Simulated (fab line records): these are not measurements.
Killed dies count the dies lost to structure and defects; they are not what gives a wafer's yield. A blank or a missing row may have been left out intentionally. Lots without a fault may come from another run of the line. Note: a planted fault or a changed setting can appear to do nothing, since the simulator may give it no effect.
The tool behind it: which one? + flow nandHarc + 24 lots with 72 wafers sampled at 6 steps, on a route of 1159 steps

== WHAT THE GAUGES READ, wafer by wafer ==
NHARC_A_CONTACT_OVL_MEAS_70.
| lot  | measured     | on         | overlayXNm (nm) | overlayYNm (nm) |
|------|--------------|------------|-----------------|-----------------|
| L074 | day 16 17:31 | overlay-01 | -1.9 -2.4 -2.4  | 0.2 -0.1 0.0    |
| L075 | day 16 22:42 | overlay-02 | 0.2 0.0 0.2     | 0.5 0.5 0.8     |
| L077 | day 16 19:14 | overlay-01 | -0.2 -0.2 -0.6  | 0.8 1.6 1.6     |
| L078 | day 17 07:47 | overlay-02 | -1.0 -0.6 -0.7  | -1.7 -1.8 -2.0  |
| L076 | day 17 03:02 | overlay-02 | -0.8 -0.4 -0.5  | -0.1 0.4 0.3    |
| L079 | day 18 06:26 | overlay-02 | -1.1 -1.5 -1.0  | 1.2 1.1 1.1     |
| L084 | day 18 12:46 | overlay-02 | 0.9 0.9 1.1     | 0.9 1.7 1.0     |
| L080 | day 18 18:49 | overlay-01 | 1.0 0.9 1.3     | -0.3 -0.3 -0.2  |
| L083 | day 19 01:08 | overlay-02 | 0.5 0.3 0.4     | -0.6 -0.3 0.0   |
| L082 | day 18 23:14 | overlay-02 | -1.0 -0.5 0.0   | 0.9 1.4 1.1     |
| L081 | day 19 05:02 | overlay-01 | 0.4 0.7 0.6     | -0.5 -0.5 0.2   |
| L086 | day 19 13:23 | overlay-02 | -1.6 -1.7 -1.9  | 1.2 1.2 0.8     |
| L085 | day 19 12:19 | overlay-02 | -0.6 -0.3 -0.5  | -0.9 -0.6 -0.9  |
| L087 | day 19 16:29 | overlay-02 | 0.3 -0.5 -0.6   | -0.2 0.1 -0.3   |
| L088 | day 20 02:01 | overlay-01 | -0.9 -1.8 -1.3  | 0.3 0.1 0.0     |
| L089 | day 20 15:45 | overlay-01 | 0.0 0.0 0.6     | 0.0 -0.5 -0.1   |
| L091 | day 20 15:55 | overlay-02 | -1.6 -1.5 -1.5  | -0.5 0.7 -0.5   |
| L092 | day 20 23:16 | overlay-02 | 0.3 0.7 0.3     | -0.4 -1.4 -0.8  |
| L090 | day 20 21:32 | overlay-01 | 0.3 0.4 0.7     | -0.6 -0.1 0.2   |
| L094 | day 21 05:19 | overlay-02 | -0.6 -0.6 -0.6  | 0.7 1.0 1.1     |
| L093 | day 21 04:58 | overlay-01 | 0.6 0.3 0.1     | -1.6 -0.9 -1.3  |
| L095 | day 22 09:43 | overlay-02 | 0.3 0.6 0.0     | 0.4 0.7 0.2     |
| L097 | day 22 11:35 | overlay-02 | 0.0 0.4 -0.3    | 0.1 0.5 0.2     |
| L096 | day 22 14:53 | overlay-02 | 0.2 0.7 0.6     | -0.4 -0.1 -0.1  |

NHARC_A_CONTACT_CD_MEAS_80.
| lot  | measured     | on       | cdNm (nm)         |
|------|--------------|----------|-------------------|
| L074 | day 16 22:17 | cdSem-02 | 190.4 192.6 190.6 |
| L075 | day 17 02:22 | cdSem-02 | 189.5 191.0 189.3 |
| L077 | day 16 22:40 | cdSem-01 | 189.9 190.7 190.0 |
| L078 | day 17 11:26 | cdSem-03 | 189.5 189.8 190.8 |
| L076 | day 17 06:23 | cdSem-03 | 189.9 190.1 190.6 |
| L079 | day 18 09:55 | cdSem-01 | 190.0 190.3 191.7 |
| L084 | day 18 16:07 | cdSem-02 | 189.2 189.4 189.6 |
| L080 | day 18 22:10 | cdSem-01 | 190.9 190.3 191.2 |
| L083 | day 19 04:30 | cdSem-03 | 188.6 190.0 189.5 |
| L082 | day 19 03:10 | cdSem-01 | 188.9 189.6 189.5 |
| L081 | day 19 08:34 | cdSem-01 | 188.9 191.4 188.9 |
| L086 | day 19 16:44 | cdSem-02 | 187.9 188.2 189.8 |
| L085 | day 19 15:52 | cdSem-03 | 190.5 190.5 191.4 |
| L087 | day 19 20:14 | cdSem-01 | 190.3 189.3 189.5 |
| L088 | day 20 05:29 | cdSem-02 | 189.1 191.2 191.0 |
| L089 | day 20 19:06 | cdSem-01 | 189.0 189.3 188.6 |
| L091 | day 20 20:32 | cdSem-01 | 190.2 190.0 190.3 |
| L092 | day 21 02:49 | cdSem-03 | 191.3 189.5 189.0 |
| L090 | day 21 00:55 | cdSem-02 | 189.8 189.6 189.6 |
| L094 | day 21 09:28 | cdSem-02 | 189.0 190.4 189.3 |
| L093 | day 21 08:46 | cdSem-02 | 189.1 189.4 188.7 |
| L095 | day 22 13:10 | cdSem-01 | 189.2 189.2 190.1 |
| L097 | day 22 15:06 | cdSem-02 | 188.8 189.5 189.9 |
| L096 | day 22 18:13 | cdSem-02 | 188.8 190.0 189.3 |

NHARC_A_CONTACT_OVL_MEAS_09.
| lot  | measured     | on         | overlayXNm (nm) | overlayYNm (nm) |
|------|--------------|------------|-----------------|-----------------|
| L074 | day 17 01:25 | overlay-01 | 0.7 0.6 0.9     | 0.1 0.4 0.7     |
| L075 | day 17 05:33 | overlay-02 | 0.3 0.5 0.1     | -0.5 0.0 -0.2   |
| L077 | day 17 02:08 | overlay-02 | -0.2 0.0 0.4    | -1.6 -2.0 -2.1  |
| L078 | day 17 14:28 | overlay-01 | -0.4 -0.3 -0.3  | 0.8 1.5 0.9     |
| L076 | day 17 10:47 | overlay-01 | 0.6 0.4 0.6     | 0.8 0.7 1.0     |
| L079 | day 18 16:29 | overlay-01 | 0.0 -0.1 -1.0   | 0.7 0.8 0.2     |
| L084 | day 18 21:26 | overlay-01 | 1.0 1.4 0.7     | -0.9 -1.0 -1.3  |
| L080 | day 19 06:31 | overlay-01 | 0.4 0.4 1.2     | -0.7 -0.4 0.0   |
| L083 | day 19 10:16 | overlay-01 | -0.4 -0.1 -0.1  | 0.1 0.3 0.0     |
| L082 | day 19 08:26 | overlay-02 | 1.0 0.8 0.2     | 1.0 0.4 0.3     |
| L081 | day 19 11:40 | overlay-01 | -0.2 0.3 0.3    | 0.5 1.2 1.1     |
| L086 | day 19 20:09 | overlay-01 | 0.4 0.6 0.7     | 0.7 1.4 0.8     |
| L085 | day 19 20:00 | overlay-02 | 0.3 -0.5 -0.6   | -0.1 0.1 0.1    |
| L087 | day 19 23:28 | overlay-01 | 0.4 0.8 0.4     | 0.3 -0.2 0.2    |
| L088 | day 20 09:05 | overlay-02 | -1.7 -1.8 -2.0  | -1.4 -1.2 -1.3  |
| L089 | day 21 02:01 | overlay-02 | -0.3 -0.4 0.1   | -0.9 -1.3 -0.2  |
| L091 | day 21 03:14 | overlay-01 | 1.2 0.6 0.8     | -1.5 -1.4 -1.4  |
| L092 | day 21 08:25 | overlay-01 | 1.0 0.4 0.5     | -0.2 -0.4 -0.3  |
| L090 | day 21 06:04 | overlay-01 | 1.8 0.7 1.4     | -0.7 -0.5 -0.5  |
| L094 | day 21 13:48 | overlay-01 | 1.0 0.9 0.5     | 0.3 0.0 0.1     |
| L093 | day 21 12:24 | overlay-02 | -0.3 -0.6 -0.2  | 0.9 -0.1 -0.1   |
| L095 | day 22 18:31 | overlay-01 | -0.5 0.2 -0.3   | -0.4 0.1 -0.2   |
| L097 | day 22 20:08 | overlay-02 | -0.9 0.2 -0.6   | 1.1 0.9 0.6     |
| L096 | day 22 21:43 | overlay-01 | -1.3 -1.3 -0.3  | 0.1 0.0 -0.4    |

== WHAT TOOL EACH LOT RAN ON (gives the tool, then ch and the chambers of the sampled wafers, and finally the start) ==
| lot  | NHARC_A_WL_FILL_ALD_02             | NHARC_A_WL_FILL_CMP_12        | NHARC_A_CONTACT_ETCH_51                      |
|------|------------------------------------|-------------------------------|----------------------------------------------|
| L074 | aldMetal-04 ch 0,2, day 15 00:08   | cmp-01 ch 0,2,3, day 16 05:16 | rieDiel-13 ch 0,1,2, day 16 17:31 or earlier |
| L075 | aldMetal-01 ch 2,3, day 15 06:10   | cmp-04 ch 0,1,2, day 16 09:35 | rieDiel-13 ch 0,2,3, day 16 22:42 or earlier |
| L077 | aldMetal-02 ch 0,1,2, day 15 06:30 | cmp-02 ch 1,3, day 16 07:34   | rieDiel-13 ch 1,3, day 16 19:14 or earlier   |
| L078 | aldMetal-01 ch 0,2, day 15 12:58   | cmp-04 ch 0,1, day 16 20:10   | rieDiel-13 ch 0,1, day 17 07:47 or earlier   |
| L076 | aldMetal-04 ch 0,2,3, day 15 13:11 | cmp-04 ch 0,2, day 16 15:34   | rieDiel-11 ch 0,1,2, day 17 03:02 or earlier |
| L079 | aldMetal-04 ch 2,3, day 16 10:10   | cmp-01 ch 0,3, day 17 16:21   | rieDiel-11 ch 1,2, day 18 06:26 or earlier   |
| L084 | aldMetal-04 ch 0,1,2, day 16 21:23 | cmp-01 ch 1,3, day 17 22:32   | rieDiel-13 ch 1,2, day 18 12:46 or earlier   |
| L080 | aldMetal-02 ch 0,1, day 16 21:26   | cmp-01 ch 1,2, day 18 01:08   | rieDiel-11 ch 0,1,3, day 18 18:49 or earlier |
| L083 | aldMetal-01 ch 0,2,3, day 16 21:34 | cmp-02 ch 1,3, day 18 09:14   | rieDiel-11 ch 0,1, day 19 01:08 or earlier   |
| L082 | aldMetal-04 ch 1,2,3, day 16 21:41 | cmp-01 ch 2,3, day 18 08:43   | rieDiel-11 ch 1,2, day 18 23:14 or earlier   |
| L081 | aldMetal-04 ch 0,2, day 17 03:25   | cmp-01 ch 0,2,3, day 18 13:02 | rieDiel-11 ch 0,1, day 19 05:02 or earlier   |
| L086 | aldMetal-04 ch 0,3, day 17 21:32   | cmp-02 ch 0,1,3, day 18 22:40 | rieDiel-13 ch 1,3, day 19 13:23 or earlier   |
| L085 | aldMetal-01 ch 0,3, day 17 21:37   | cmp-04 ch 0,1,2, day 18 22:31 | rieDiel-11 ch 0,1, day 19 12:19 or earlier   |
| L087 | aldMetal-02 ch 0,1,2, day 17 21:45 | cmp-04 ch 0,1,2, day 19 02:58 | rieDiel-13 ch 0,3, day 19 16:29 or earlier   |
| L088 | aldMetal-04 ch 0,1,2, day 18 10:50 | cmp-02 ch 0,2,3, day 19 14:34 | rieDiel-11 ch 2,3, day 20 02:01 or earlier   |
| L089 | aldMetal-01 ch 2,3, day 18 22:43   | cmp-01 ch 0,1,3, day 20 00:22 | rieDiel-11 ch 1,2,3, day 20 15:45 or earlier |
| L091 | aldMetal-04 ch 1,2,3, day 18 23:00 | cmp-02 ch 1,2, day 20 00:22   | rieDiel-11 ch 1,2, day 20 15:55 or earlier   |
| L092 | aldMetal-04 ch 1,3, day 19 05:37   | cmp-04 ch 0,2,3, day 20 06:52 | rieDiel-11 ch 1,2,3, day 20 23:16 or earlier |
| L090 | aldMetal-01 ch 0,3, day 19 05:38   | cmp-01 ch 2,3, day 20 06:45   | rieDiel-13 ch 1,2, day 20 21:32 or earlier   |
| L094 | aldMetal-02 ch 0,1,2, day 19 11:31 | cmp-04 ch 2,3, day 20 16:33   | rieDiel-12 ch 0,2,3, day 21 05:19 or earlier |
| L093 | aldMetal-04 ch 0,2,3, day 19 11:51 | cmp-01 ch 0,2,3, day 20 13:29 | rieDiel-11 ch 0,1,2, day 21 04:58 or earlier |
| L095 | aldMetal-02 ch 0,1,3, day 20 04:58 | cmp-01 ch 0,2,3, day 21 21:02 | rieDiel-11 ch 0,2,3, day 22 09:43 or earlier |
| L097 | aldMetal-02 ch 0,3, day 20 16:14   | cmp-02 ch 1,2,3, day 21 23:19 | rieDiel-11 ch 1,3, day 22 11:35 or earlier   |
| L096 | aldMetal-01 ch 0,2,3, day 20 22:50 | cmp-02 ch 0,1,2, day 22 03:22 | rieDiel-11 ch 0,1,2, day 22 14:53 or earlier |
- NHARC_A_WL_FILL_ALD_02: deposits TiN, target thk 2 nm, pulse time 3 s, ald cycles 100.
- NHARC_A_WL_FILL_CMP_12: polishes, t overpolish 30 s, target thk 75 nm.
- NHARC_A_CONTACT_ETCH_51: etches the open film in O2/COS, target depth 3600 nm, time 936 s.

== WHAT THE TOOLS THEMSELVES READ (means of the sampled wafers that have a number; where no wafer has one, the mark that the record gives instead) ==
NHARC_A_WL_FILL_ALD_02.
| lot  | tool        | heaterPowerW (W) | precursorPulseHeightRel |
|------|-------------|------------------|-------------------------|
| L074 | aldMetal-04 | 934              | 1.013                   |
| L075 | aldMetal-01 | 1076             | 1.002                   |
| L077 | aldMetal-02 | 1117             | 0.992                   |
| L078 | aldMetal-01 | 1117             | 0.987                   |
| L076 | aldMetal-04 | 1013             | 1.004                   |
| L079 | aldMetal-04 | 1032             | 1.000                   |
| L084 | aldMetal-04 | 958              | 1.001                   |
| L080 | aldMetal-02 | 1056             | 1.007                   |
| L083 | aldMetal-01 | 1053             | 0.992                   |
| L082 | aldMetal-04 | 1050             | 1.005                   |
| L081 | aldMetal-04 | 960              | 0.990                   |
| L086 | aldMetal-04 | 1075             | 0.997                   |
| L085 | aldMetal-01 | 997              | 1.027                   |
| L087 | aldMetal-02 | 1118             | 0.997                   |
| L088 | aldMetal-04 | 964              | 0.990                   |
| L089 | aldMetal-01 | 1017             | 1.005                   |
| L091 | aldMetal-04 | 1064             | 1.017                   |
| L092 | aldMetal-04 | 1119             | 0.992                   |
| L090 | aldMetal-01 | 995              | 1.004                   |
| L094 | aldMetal-02 | 1129             | 0.981                   |
| L093 | aldMetal-04 | 1023             | 0.997                   |
| L095 | aldMetal-02 | 1094             | 0.992                   |
| L097 | aldMetal-02 | 1102             | 0.996                   |
| L096 | aldMetal-01 | 1062             | 0.995                   |

NHARC_A_WL_FILL_CMP_12.
| lot  | tool   | motorCurrentA (A) | overpolishRunS (s) | timeToEndpointS (s) |
|------|--------|-------------------|--------------------|---------------------|
| L074 | cmp-01 | 12.2              | 29.997             | 12.7                |
| L075 | cmp-04 | 11.9              | 30.005             | 14.2                |
| L077 | cmp-02 | 13.4              | 30.000             | 13.9                |
| L078 | cmp-04 | 12.0              | 29.993             | 11.1                |
| L076 | cmp-04 | 11.4              | 29.997             | 14.5                |
| L079 | cmp-01 | 11.9              | 30.002             | 13.6                |
| L084 | cmp-01 | 14.4              | 29.997             | 13.4                |
| L080 | cmp-01 | 13.6              | 30.002             | 15.8                |
| L083 | cmp-02 | 13.6              | 30.005             | 13.3                |
| L082 | cmp-01 | 12.6              | 29.999             | 13.2                |
| L081 | cmp-01 | 12.0              | 30.007             | 11.1                |
| L086 | cmp-02 | 13.2              | 30.000             | 17.0                |
| L085 | cmp-04 | 12.0              | 30.005             | 11.8                |
| L087 | cmp-04 | 11.5              | 30.006             | 12.4                |
| L088 | cmp-02 | 11.6              | 29.997             | 15.2                |
| L089 | cmp-01 | 12.9              | 30.002             | 13.2                |
| L091 | cmp-02 | 12.8              | 30.001             | 14.4                |
| L092 | cmp-04 | 11.7              | 30.010             | 14.0                |
| L090 | cmp-01 | 12.1              | 30.001             | 12.7                |
| L094 | cmp-04 | 11.7              | 30.008             | 13.8                |
| L093 | cmp-01 | 11.9              | 30.001             | 13.5                |
| L095 | cmp-01 | 12.1              | 30.003             | 13.1                |
| L097 | cmp-02 | 12.4              | 29.997             | 16.6                |
| L096 | cmp-02 | 12.0              | 29.994             | 15.4                |

NHARC_A_CONTACT_ETCH_51.
| lot  | tool       | biasW (W) | drypumpMotorCurrentA (A) | oesProductAu (a.u.) | rfVppV (V) | showerheadPlenumPTorr (Torr) | throttleValvePct (%) |
|------|------------|-----------|--------------------------|---------------------|------------|------------------------------|----------------------|
| L074 | rieDiel-13 | 298.9     | 5.8                      | 1.020               | 314.8      | 3.15                         | 28.332               |
| L075 | rieDiel-13 | 299.6     | 6.1                      | 1.012               | 314.5      | 3.15                         | 28.335               |
| L077 | rieDiel-13 | 301.2     | 5.6                      | 1.014               | 315.9      | 3.23                         | 28.341               |
| L078 | rieDiel-13 | 301.1     | 5.4                      | 1.009               | 316.3      | 3.29                         | 28.325               |
| L076 | rieDiel-11 | 298.9     | 5.8                      | 0.987               | 314.9      | 3.16                         | 28.324               |
| L079 | rieDiel-11 | 299.7     | 5.4                      | 0.986               | 313.5      | 3.07                         | 28.331               |
| L084 | rieDiel-13 | 300.9     | 5.7                      | 1.013               | 314.8      | 3.12                         | 28.329               |
| L080 | rieDiel-11 | 300.1     | 6.3                      | 0.995               | 314.7      | 3.16                         | 28.335               |
| L083 | rieDiel-11 | 300.5     | 6.1                      | 0.986               | 315.7      | 3.24                         | 28.331               |
| L082 | rieDiel-11 | 299.9     | 5.4                      | 0.979               | 313.6      | 3.06                         | 28.330               |
| L081 | rieDiel-11 | 299.5     | 6.4                      | 0.988               | 314.9      | 3.19                         | 28.335               |
| L086 | rieDiel-13 | 299.8     | 5.6                      | 1.003               | 314.8      | 3.22                         | 28.332               |
| L085 | rieDiel-11 | 299.8     | 6.4                      | 0.996               | 315.9      | 3.19                         | 28.324               |
| L087 | rieDiel-13 | 300.4     | 5.8                      | 1.011               | 317.0      | 3.28                         | 28.332               |
| L088 | rieDiel-11 | 298.7     | 5.8                      | 1.012               | 313.7      | 3.03                         | 28.329               |
| L089 | rieDiel-11 | 300.6     | 5.9                      | 0.991               | 313.8      | 3.06                         | 28.326               |
| L091 | rieDiel-11 | 300.9     | 6.0                      | 0.989               | 314.5      | 3.09                         | 28.333               |
| L092 | rieDiel-11 | 300.5     | 5.9                      | 0.993               | 313.9      | 3.06                         | 28.336               |
| L090 | rieDiel-13 | 299.3     | 5.7                      | 1.011               | 316.2      | 3.27                         | 28.327               |
| L094 | rieDiel-12 | 299.3     | 5.8                      | 1.003               | 314.2      | 3.04                         | 28.334               |
| L093 | rieDiel-11 | 299.4     | 5.8                      | 0.985               | 314.2      | 3.15                         | 28.333               |
| L095 | rieDiel-11 | 300.6     | 5.7                      | 0.991               | 314.5      | 3.11                         | 28.331               |
| L097 | rieDiel-11 | 299.7     | 6.5                      | 0.998               | 313.7      | 3.10                         | 28.335               |
| L096 | rieDiel-11 | 300.1     | 5.8                      | 0.987               | 314.3      | 3.14                         | 28.319               |

== THE ANSWER, worked out from the rows above alone ==
Rule: usual is defined by the lots themselves. Put in order of their means at a reading, lots are off if they are a third of the lots or fewer, leave a main group of 4 or more, and stand apart from it by a gap of 3 or more times the standard deviation of the main group's means; of several such gaps the widest counts. A main group whose means are all the same, to the digits that the tables above print for the reading, isn't used. Also off: a lot with no number at a reading for which 4 or more lots have one. Any other lot the step has rows for is counted as sound. First the gauges in route order, then the tools' own readings, where a lot's mean is used as printed above. At the first step where some lot is off, the reading lying furthest off is the one used; lots without a number count as furthest.
Nothing can be told from this: no lot is off at any reading shown.

== WHAT THE SIMULATOR HAD INSERTED ==
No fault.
